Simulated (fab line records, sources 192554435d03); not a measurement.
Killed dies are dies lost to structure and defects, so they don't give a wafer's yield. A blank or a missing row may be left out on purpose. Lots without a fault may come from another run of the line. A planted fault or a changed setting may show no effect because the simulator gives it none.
Chamber matching | flow n5_finfet | N5_PASSIVATION_PECVD_00 on pecvd-04: 3 sister chambers
The step deposits SiO2 from SiH4/N2O, target thk 200 nm, time 11.2 s. 6 wafers are shown with their chamber, then 8 later ones without.

WAFERS WITH THEIR CHAMBER
wafer  | chamber | throttle_valve_pct (%) | showerhead_plenum_p_Torr (Torr)
L081.5 | 1       | 50.9                   | 8.23
L085.1 | 2       | 56.3                   | 8.06
L085.4 | 2       | 56.4                   | 8.08
L086.5 | 0       | 52.4                   | 8.17
L086.6 | 1       | 50.9                   | 8.23
L089.2 | 0       | 52.3                   | 8.18

WAFERS WITHOUT THEIR CHAMBER
wafer  | throttle_valve_pct (%) | showerhead_plenum_p_Torr (Torr)
L089.4 | 57.0                   | 8.08
L089.6 | 52.2                   | 8.20
L095.1 | 57.3                   | 8.09
L095.4 | 52.3                   | 8.17
L095.5 | 50.9                   | 8.22
L097.1 | 57.3                   | 8.09
L097.2 | 52.1                   | 8.18
L097.6 | 56.9                   | 8.07

WHICH CHAMBER EACH WENT THROUGH
wafer  | from the rows above | in truth
L089.4 | 2                   | 2
L089.6 | 0                   | 0
L095.1 | 2                   | 2
L095.4 | 0                   | 0
L095.5 | 1                   | 1
L097.1 | 2                   | 2
L097.2 | 0                   | 0
L097.6 | 2                   | 2
Placed correctly: 8 of 8. Can't be placed from these rows: 0. Placed wrongly: 0.
How it was worked out, from the rows above alone: a wafer's distance from a chamber is the root of the sum, over the readings, of the square of ((its reading less the chamber's mean) divided by the reading's scatter). The wafer belongs to the nearest chamber; if the next one is less than 2 further off, it can't be placed. A chamber's mean is the mean of its shown wafers. The scatter: the root of (the sum of the squares of (reading less its chamber's mean) over the shown wafers, divided by (wafers less chambers)).
